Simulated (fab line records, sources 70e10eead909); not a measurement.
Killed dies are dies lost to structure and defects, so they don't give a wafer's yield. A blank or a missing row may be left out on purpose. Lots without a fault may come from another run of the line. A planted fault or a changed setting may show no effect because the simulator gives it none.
Which tool did it? | flow nand_harc | 22 lots, 66 wafers sampled, at 5 steps of a route of 1159

WHAT THE GAUGES READ, wafer by wafer
NHARC_A_CHANNEL_HOLE_D1_INSPECT_40. Usual: raw_defect_count 58, standard deviation 16.
lot  | measured     | on                | raw_defect_count | flag
L075 | day 8 17:58  | defect_inspect-02 | 41 66 58         |
L074 | day 8 16:32  | defect_inspect-02 | 93 78 100        |
L077 | day 9 02:19  | defect_inspect-02 | 49 33 52         |
L078 | day 9 14:30  | defect_inspect-01 | 58 56 47         |
L079 | day 9 18:40  | defect_inspect-01 | 64 34 52         |
L080 | day 10 02:34 | defect_inspect-02 | 49 41 29         |
L081 | day 10 02:28 | defect_inspect-01 | 52 73 52         |
L083 | day 10 21:59 | defect_inspect-01 | 48 53 58         |
L084 | day 11 11:34 | defect_inspect-02 | 63 75 64         |
L087 | day 11 15:47 | defect_inspect-01 | 60 51 67         |
L085 | day 11 12:11 | defect_inspect-02 | 44 46 65         |
L086 | day 11 21:04 | defect_inspect-01 | 42 64 39         |
L088 | day 11 21:59 | defect_inspect-01 | 65 64 55         |
L089 | day 12 07:53 | defect_inspect-02 | 50 66 47         |
L090 | day 12 14:32 | defect_inspect-01 | 34 30 54         |
L091 | day 12 20:59 | defect_inspect-02 | 73 45 55         |
L092 | day 12 22:10 | defect_inspect-01 | 59 57 72         |
L093 | day 13 07:38 | defect_inspect-01 | 77 55 92         |
L094 | day 13 13:44 | defect_inspect-02 | 37 29 37         |
L095 | day 13 15:25 | defect_inspect-01 | 70 62 61         |
L096 | day 13 23:59 | defect_inspect-01 | 52 51 93         |
L097 | day 14 16:44 | defect_inspect-01 | 50 58 68         |

WHICH TOOL RAN EACH LOT (tool, then ch and the chambers of the sampled wafers, then the start)
lot  | NHARC_P_BONDPAD_ACTIVATE_29        | NHARC_A_ZERO_WELL_DESCUM_12        | NHARC_A_CHANNEL_HOLE_D1_ETCH_34               | NHARC_A_CHANNEL_HOLE_D1_ETCH_20
L075 | rie_diel-08 ch 0,1,3, day 6 15:17  | rie_diel-12 ch 2,3, day 6 16:40    | rie_diel-07 ch 2,3, day 8 12:20 or earlier    | har_etch-01 ch 0,1, day 8 12:20
L074 | rie_diel-01 ch 0,3, day 6 15:32    | rie_diel-10 ch 0,2,3, day 6 16:57  | rie_diel-11 ch 0,1, day 8 10:59 or earlier    | har_etch-02 ch 0,1, day 8 10:59
L077 | rie_diel-08 ch 1,2, day 7 02:38    | rie_diel-10 ch 0,3, day 7 03:58    | rie_diel-07 ch 2,3, day 8 20:38 or earlier    | har_etch-02 ch 0,1, day 8 20:38
L078 | rie_diel-08 ch 2,3, day 7 12:15    | rie_diel-12 ch 0,2,3, day 7 13:33  | rie_diel-11 ch 1,3, day 9 08:56 or earlier    | har_etch-02 ch 0,1, day 9 08:56
L079 | rie_diel-08 ch 0,1,2, day 7 18:34  | rie_diel-12 ch 0,1,3, day 7 19:51  | rie_diel-02 ch 0,3, day 9 13:03 or earlier    | har_etch-02 ch 0,1, day 9 13:03
L080 | rie_diel-08 ch 0,1, day 8 00:42    | rie_diel-10 ch 0,2,3, day 8 02:00  | rie_diel-11 ch 0,2, day 9 20:58 or earlier    | har_etch-02 ch 0,1, day 9 20:58
L081 | rie_diel-08 ch 1,2,3, day 8 04:07  | rie_diel-09 ch 0,1,2, day 8 05:29  | rie_diel-07 ch 0,1,2, day 9 20:50 or earlier  | har_etch-01 ch 0,1, day 9 20:50
L083 | rie_diel-01 ch 0,1,3, day 8 16:54  | rie_diel-09 ch 0,1, day 8 19:20    | rie_diel-11 ch 0,3, day 10 16:28 or earlier   | har_etch-02 ch 0,1, day 10 16:28
L084 | rie_diel-01 ch 0,1,3, day 9 10:16  | rie_diel-10 ch 0,2,3, day 9 11:41  | rie_diel-11 ch 0,1,3, day 11 06:07 or earlier | har_etch-01 ch 0,1, day 11 06:07
L087 | rie_diel-08 ch 0,3, day 9 13:17    | rie_diel-09 ch 2,3, day 9 14:35    | rie_diel-11 ch 1,2,3, day 11 10:07 or earlier | har_etch-01 ch 0,1, day 11 10:07
L085 | rie_diel-01 ch 0,1,2, day 9 15:01  | rie_diel-10 ch 1,2, day 9 16:24    | rie_diel-02 ch 1,3, day 11 06:41 or earlier   | har_etch-02 ch 0,1, day 11 06:41
L086 | rie_diel-08 ch 0,3, day 9 20:32    | rie_diel-12 ch 0,1, day 9 21:57    | rie_diel-11 ch 1,2, day 11 15:29 or earlier   | har_etch-02 ch 0,1, day 11 15:29
L088 | rie_diel-08 ch 1,2,3, day 9 21:54  | rie_diel-09 ch 0,2,3, day 9 23:11  | rie_diel-02 ch 2,3, day 11 16:27 or earlier   | har_etch-01 ch 0,1, day 11 16:27
L089 | rie_diel-08 ch 0,2, day 10 04:58   | rie_diel-10 ch 0,1,3, day 10 06:14 | rie_diel-02 ch 0,2, day 12 02:16 or earlier   | har_etch-02 ch 0,1, day 12 02:16
L090 | rie_diel-13 ch 0,2,3, day 10 16:48 | rie_diel-09 ch 1,2,3, day 10 18:13 | rie_diel-02 ch 0,2,3, day 12 08:56 or earlier | har_etch-02 ch 0,1, day 12 08:56
L091 | rie_diel-08 ch 0,1,2, day 10 20:47 | rie_diel-10 ch 0,1,3, day 10 22:11 | rie_diel-07 ch 0,2, day 12 15:27 or earlier   | har_etch-01 ch 0,1, day 12 15:27
L092 | rie_diel-08 ch 0,1,3, day 10 23:43 | rie_diel-12 ch 1,2, day 11 01:05   | rie_diel-02 ch 1,2,3, day 12 16:32 or earlier | har_etch-02 ch 0,1, day 12 16:32
L093 | rie_diel-08 ch 0,1,3, day 11 02:54 | rie_diel-10 ch 1,2,3, day 11 04:17 | rie_diel-11 ch 0, day 13 00:01                | har_etch-01 ch 0,1, day 13 02:02
L094 | rie_diel-08 ch 0,1, day 11 11:29   | rie_diel-12 ch 0,2,3, day 11 12:46 | rie_diel-11 ch 0,1,2, day 13 08:15 or earlier | har_etch-02 ch 0,1, day 13 08:15
L095 | rie_diel-08 ch 0,1,3, day 11 12:10 | rie_diel-10 ch 0,3, day 11 13:32   | rie_diel-07 ch 0,2,3, day 13 09:51 or earlier | har_etch-01 ch 0,1, day 13 09:51
L096 | rie_diel-01 ch 1,3, day 12 01:30   | rie_diel-10 ch 0,1, day 12 02:50   | rie_diel-11 ch 2,3, day 13 18:29 or earlier   | har_etch-02 ch 0,1, day 13 18:29
L097 | rie_diel-08 ch 0,2,3, day 12 11:37 | rie_diel-10 ch 0,2,3, day 12 13:00 | rie_diel-02 ch 1,2, day 14 11:08 or earlier   | har_etch-02 ch 0, day 14 11:08
- NHARC_P_BONDPAD_ACTIVATE_29: chemistry N2, time 60 s.
- NHARC_A_ZERO_WELL_DESCUM_12: chemistry O2, time 3 s.
- NHARC_A_CHANNEL_HOLE_D1_ETCH_34: etches the open film in CF4/CHF3, target depth 154 nm, time 77 s.
- NHARC_A_CHANNEL_HOLE_D1_ETCH_20: etches the open film in C4F8/O2/Ar, time 361.9 s, target depth 1600 nm.

WHAT THE TOOLS THEMSELVES READ (means of the sampled wafers that have a number; where no wafer has one, the mark that the record gives instead)
NHARC_P_BONDPAD_ACTIVATE_29. Usual: drypump_motor_current_A 5.9 A, standard deviation 0.38; oes_product_au 0.995 a.u., standard deviation 0.0091; rf_vpp_V 64.0 V, standard deviation 0.94; showerhead_plenum_p_Torr 1.76 Torr, standard deviation 0.088.
lot  | tool        | drypump_motor_current_A (A) | oes_product_au (a.u.) | rf_vpp_V (V) | showerhead_plenum_p_Torr (Torr) | flag
L075 | rie_diel-08 | 5.9                         | 1.008                 | 63.9         | 1.81                            |
L074 | rie_diel-01 | 5.8                         | 0.997                 | 64.6         | 1.76                            |
L077 | rie_diel-08 | 5.9                         | 0.997                 | 64.3         | 1.76                            |
L078 | rie_diel-08 | 6.3                         | 0.997                 | 62.5         | 1.70                            |
L079 | rie_diel-08 | 5.7                         | 0.991                 | 63.4         | 1.79                            |
L080 | rie_diel-08 | 5.6                         | 0.996                 | 64.3         | 1.87                            |
L081 | rie_diel-08 | 6.1                         | 0.994                 | 63.5         | 1.73                            |
L083 | rie_diel-01 | 5.8                         | 0.995                 | 64.1         | 1.74                            |
L084 | rie_diel-01 | 5.8                         | 0.986                 | 63.4         | 1.73                            |
L087 | rie_diel-08 | 5.8                         | 1.006                 | 64.6         | 1.84                            |
L085 | rie_diel-01 | 5.7                         | 0.996                 | 64.3         | 1.69                            |
L086 | rie_diel-08 | 5.8                         | 1.013                 | 64.6         | 1.84                            |
L088 | rie_diel-08 | 6.1                         | 0.991                 | 64.4         | 1.73                            |
L089 | rie_diel-08 | 5.7                         | 0.993                 | 63.7         | 1.73                            |
L090 | rie_diel-13 | 5.9                         | 0.999                 | 63.9         | 1.69                            |
L091 | rie_diel-08 | 5.7                         | 0.988                 | 64.1         | 1.79                            |
L092 | rie_diel-08 | 5.9                         | 0.990                 | 64.5         | 1.81                            |
L093 | rie_diel-08 | 5.9                         | 0.994                 | 64.7         | 1.81                            |
L094 | rie_diel-08 | 5.6                         | 0.984                 | 65.1         | 1.87                            |
L095 | rie_diel-08 | 5.9                         | 0.993                 | 63.9         | 1.81                            |
L096 | rie_diel-01 | 5.9                         | 0.987                 | 63.5         | 1.74                            |
L097 | rie_diel-08 | 5.9                         | 0.997                 | 64.4         | 1.76                            |

NHARC_A_ZERO_WELL_DESCUM_12. Usual: drypump_motor_current_A 6.0 A, standard deviation 0.48; oes_product_au 0.995 a.u., standard deviation 0.01; rf_vpp_V 57.9 V, standard deviation 0.96; showerhead_plenum_p_Torr 1.92 Torr, standard deviation 0.094; throttle_valve_pct 11.312 %, standard deviation 0.0081.
lot  | tool        | drypump_motor_current_A (A) | oes_product_au (a.u.) | rf_vpp_V (V) | showerhead_plenum_p_Torr (Torr) | throttle_valve_pct (%) | flag
L075 | rie_diel-12 | 6.2                         | 0.994                 | 57.3         | 1.90                            | 11.317                 |
L074 | rie_diel-10 | 6.2                         | 0.986                 | 57.2         | 1.97                            | 11.305                 |
L077 | rie_diel-10 | 6.1                         | 0.997                 | 57.9         | 1.97                            | 11.313                 |
L078 | rie_diel-12 | 6.0                         | 0.995                 | 58.1         | 1.86                            | 11.317                 |
L079 | rie_diel-12 | 6.0                         | 1.000                 | 57.5         | 1.87                            | 11.310                 |
L080 | rie_diel-10 | 6.3                         | 0.989                 | 58.4         | 1.97                            | 11.311                 |
L081 | rie_diel-09 | 5.8                         | 0.997                 | 56.9         | 1.96                            | 11.313                 |
L083 | rie_diel-09 | 6.1                         | 1.001                 | 59.3         | 2.03                            | 11.307                 |
L084 | rie_diel-10 | 6.2                         | 0.998                 | 58.9         | 1.97                            | 11.307                 |
L087 | rie_diel-09 | 5.5                         | 1.001                 | 58.2         | 1.86                            | 11.309                 |
L085 | rie_diel-10 | 6.1                         | 0.991                 | 57.9         | 1.96                            | 11.315                 |
L086 | rie_diel-12 | 6.0                         | 0.992                 | 58.1         | 1.85                            | 11.312                 |
L088 | rie_diel-09 | 5.8                         | 1.007                 | 57.4         | 1.93                            | 11.313                 |
L089 | rie_diel-10 | 5.8                         | 0.997                 | 57.6         | 1.90                            | 11.309                 |
L090 | rie_diel-09 | 5.8                         | 0.998                 | 58.2         | 1.93                            | 11.309                 |
L091 | rie_diel-10 | 5.7                         | 0.992                 | 57.4         | 1.90                            | 11.304                 |
L092 | rie_diel-12 | 6.5                         | 0.999                 | 57.3         | 1.94                            | 11.312                 |
L093 | rie_diel-10 | 5.9                         | 0.991                 | 57.6         | 1.90                            | 11.314                 |
L094 | rie_diel-12 | 6.0                         | 0.996                 | 57.9         | 1.85                            | 11.317                 |
L095 | rie_diel-10 | 6.1                         | 1.000                 | 58.7         | 1.97                            | 11.315                 |
L096 | rie_diel-10 | 5.9                         | 0.993                 | 58.0         | 1.97                            | 11.312                 |
L097 | rie_diel-10 | 6.3                         | 0.997                 | 57.9         | 1.97                            | 11.314                 |

NHARC_A_CHANNEL_HOLE_D1_ETCH_34. Usual: bias_w 200.0 W, standard deviation 0.6; drypump_motor_current_A 5.6 A, standard deviation 0.33; oes_product_au 0.954 a.u., standard deviation 0.022; rf_vpp_V 370.7 V, standard deviation 2.7; showerhead_plenum_p_Torr 1.57 Torr, standard deviation 0.077; throttle_valve_pct 16.803 %, standard deviation 0.0094.
lot  | tool        | bias_w (W) | drypump_motor_current_A (A) | oes_product_au (a.u.) | rf_vpp_V (V) | showerhead_plenum_p_Torr (Torr) | throttle_valve_pct (%) | flag
L075 | rie_diel-07 | 200.2      | 6.2                         | 0.968                 | 369.5        | 1.54                            | 16.804                 |
L074 | rie_diel-11 | 200.7      | 5.4                         | 0.962                 | 371.5        | 1.60                            | 16.798                 |
L077 | rie_diel-07 | 200.4      | 6.3                         | 0.923                 | 371.0        | 1.58                            | 16.808                 |
L078 | rie_diel-11 | 199.6      | 5.5                         | 0.971                 | 367.7        | 1.48                            | 16.804                 |
L079 | rie_diel-02 | 200.4      | 5.6                         | 0.979                 | 371.5        | 1.62                            | 16.794                 |
L080 | rie_diel-11 | 200.0      | 5.6                         | 0.966                 | 373.5        | 1.66                            | 16.807                 |
L081 | rie_diel-07 | 200.0      | 5.7                         | 0.960                 | 371.3        | 1.58                            | 16.805                 |
L083 | rie_diel-11 | 200.1      | 5.3                         | 0.960                 | 369.7        | 1.55                            | 16.793                 |
L084 | rie_diel-11 | 199.8      | 5.4                         | 0.976                 | 369.4        | 1.54                            | 16.811                 |
L087 | rie_diel-11 | 199.8      | 5.7                         | 0.970                 | 369.4        | 1.54                            | 16.801                 |
L085 | rie_diel-02 | 199.4      | 5.7                         | 0.959                 | 367.8        | 1.52                            | 16.803                 |
L086 | rie_diel-11 | 201.0      | 5.8                         | 0.930                 | 369.2        | 1.53                            | 16.797                 |
L088 | rie_diel-02 | 199.6      | 5.5                         | 0.913                 | 371.0        | 1.59                            | 16.805                 |
L089 | rie_diel-02 | 199.7      | 5.6                         | 0.932                 | 373.1        | 1.65                            | 16.801                 |
L090 | rie_diel-02 | 200.2      | 5.5                         | 0.963                 | 372.4        | 1.61                            | 16.801                 |
L091 | rie_diel-07 | 200.1      | 6.0                         | 0.957                 | 371.9        | 1.60                            | 16.808                 |
L092 | rie_diel-02 | 199.9      | 5.6                         | 0.920                 | 369.5        | 1.56                            | 16.794                 |
L093 | rie_diel-11 | 199.8      | 5.3                         | 0.935                 | 373.1        | 1.66                            | 16.795                 |
L094 | rie_diel-11 | 200.0      | 5.7                         | 0.958                 | 371.3        | 1.59                            | 16.797                 |
L095 | rie_diel-07 | 200.2      | 5.9                         | 0.958                 | 370.4        | 1.56                            | 16.803                 |
L096 | rie_diel-11 | 199.7      | 5.6                         | 0.957                 | 369.5        | 1.54                            | 16.808                 |
L097 | rie_diel-02 | 199.7      | 5.8                         | 0.927                 | 369.0        | 1.53                            | 16.803                 |

NHARC_A_CHANNEL_HOLE_D1_ETCH_20. Usual: drypump_motor_current_A 5.31 A, standard deviation 0.19; showerhead_plenum_p_Torr 3.74 Torr, standard deviation 0.14; throttle_valve_pct 32.154 %, standard deviation 0.0089.
lot  | tool        | drypump_motor_current_A (A) | showerhead_plenum_p_Torr (Torr) | throttle_valve_pct (%) | flag
L075 | har_etch-01 | 5.56                        | 3.82                            | 32.158                 |
L074 | har_etch-02 | 5.17                        | 3.77                            | 32.155                 |
L077 | har_etch-02 | 5.19                        | 3.65                            | 32.159                 |
L078 | har_etch-02 | 5.17                        | 3.76                            | 32.145                 |
L079 | har_etch-02 | 5.18                        | 3.65                            | 32.159                 |
L080 | har_etch-02 | 5.17                        | 3.65                            | 32.153                 |
L081 | har_etch-01 | 5.48                        | 3.82                            | 32.159                 |
L083 | har_etch-02 | 5.15                        | 3.75                            | 32.156                 |
L084 | har_etch-01 | 5.46                        | 3.81                            | 32.150                 |
L087 | har_etch-01 | 5.48                        | 3.81                            | 32.161                 |
L085 | har_etch-02 | 5.16                        | 3.75                            | 32.157                 |
L086 | har_etch-02 | 5.17                        | 3.75                            | 32.154                 |
L088 | har_etch-01 | 5.46                        | 3.81                            | 32.158                 |
L089 | har_etch-02 | 5.17                        | 3.63                            | 32.148                 |
L090 | har_etch-02 | 5.18                        | 3.63                            | 32.147                 |
L091 | har_etch-01 | 5.55                        | 3.80                            | 32.154                 |
L092 | har_etch-02 | 5.17                        | 3.74                            | 32.155                 |
L093 | har_etch-01 | 5.53                        | 3.80                            | 32.157                 |
L094 | har_etch-02 | 5.18                        | 3.63                            | 32.147                 |
L095 | har_etch-01 | 5.54                        | 3.80                            | 32.161                 |
L096 | har_etch-02 | 5.17                        | 3.62                            | 32.159                 |
L097 | har_etch-02 | 5.14                        | 3.83                            | 32.161                 |

THE ANSWER, worked out from the rows above alone
Rule: a lot is off if the mean of its wafers that have a number lies more than 3 standard deviations from the usual mean. A lot without any number at a reading at which 4 lots or more have one is off too. The other lots that the step has rows for count as sound. The gauges are gone through in route order, then the tools' own readings, and for those a lot's mean is taken as printed above. The first step at which some lot is off is used, and at that step the reading that is off furthest; a lot without a number counts as furthest.
No lot is off at any reading shown: from this, nothing can be told.

WHAT THE SIMULATOR HAD PUT IN
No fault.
